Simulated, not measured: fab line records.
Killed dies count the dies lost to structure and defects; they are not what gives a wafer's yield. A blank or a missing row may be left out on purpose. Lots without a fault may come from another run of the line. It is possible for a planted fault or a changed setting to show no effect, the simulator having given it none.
Matching of chambers || flow nand harc || 4 sister chambers for NHARC_A_SLIT_ETCH_29 on rie diel-06
The step etches the open film in CF4/O2, target depth 100 nm, overetch 10 nm, time 55 s. 4 wafers are shown with their chamber, then 8 later ones without.

== WAFERS, EACH WITH ITS CHAMBER ==
{"wafer": "L086.2", "chamber": 1, "drypump motor current A (A)": 5.1}
{"wafer": "L087.5", "chamber": 3, "drypump motor current A (A)": 5.8}
{"wafer": "L087.6", "chamber": 2, "drypump motor current A (A)": 5.5}
{"wafer": "L091.1", "chamber": 0, "drypump motor current A (A)": 5.5}

== WAFERS WITH NO CHAMBER GIVEN ==
{"wafer": "L091.2", "drypump motor current A (A)": 5.7}
{"wafer": "L091.3", "drypump motor current A (A)": 5.1}
{"wafer": "L094.1", "drypump motor current A (A)": 5.1}
{"wafer": "L094.2", "drypump motor current A (A)": 5.7}
{"wafer": "L094.5", "drypump motor current A (A)": 5.5}
{"wafer": "L097.2", "drypump motor current A (A)": 5.7}
{"wafer": "L097.5", "drypump motor current A (A)": 5.5}
{"wafer": "L097.6", "drypump motor current A (A)": 5.7}

== CHAMBER TAKEN BY EACH ==
{"wafer": "L091.2", "from the rows above": "can't be placed: 3 or 0 or 2", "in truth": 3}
{"wafer": "L091.3", "from the rows above": 1, "in truth": 1}
{"wafer": "L094.1", "from the rows above": 1, "in truth": 1}
{"wafer": "L094.2", "from the rows above": "can't be placed: 3 or 0 or 2", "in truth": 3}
{"wafer": "L094.5", "from the rows above": "can't be placed: 0 or 2", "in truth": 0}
{"wafer": "L097.2", "from the rows above": "can't be placed: 3 or 0 or 2", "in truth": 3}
{"wafer": "L097.5", "from the rows above": "can't be placed: 0 or 2", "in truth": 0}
{"wafer": "L097.6", "from the rows above": "can't be placed: 3 or 0 or 2", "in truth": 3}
Correct placement for 2 of the 8. From these rows, 6 cannot be placed; in 6 the true chamber is one of the candidates. Wrongly placed: 0.
How it was worked out, from the rows above alone: a wafer's distance from a chamber is the root of the sum, over the readings, of the square of ((its reading less the chamber's mean) divided by the reading's scatter). If the next closest chamber is less than 2 further off than the closest, the wafer can't be placed; otherwise it belongs to the closest. Each chamber's mean is taken over the wafers shown for it. The scatter: root of mean squared gap, hidden wafer to nearest shown wafer, with one shown wafer a chamber.
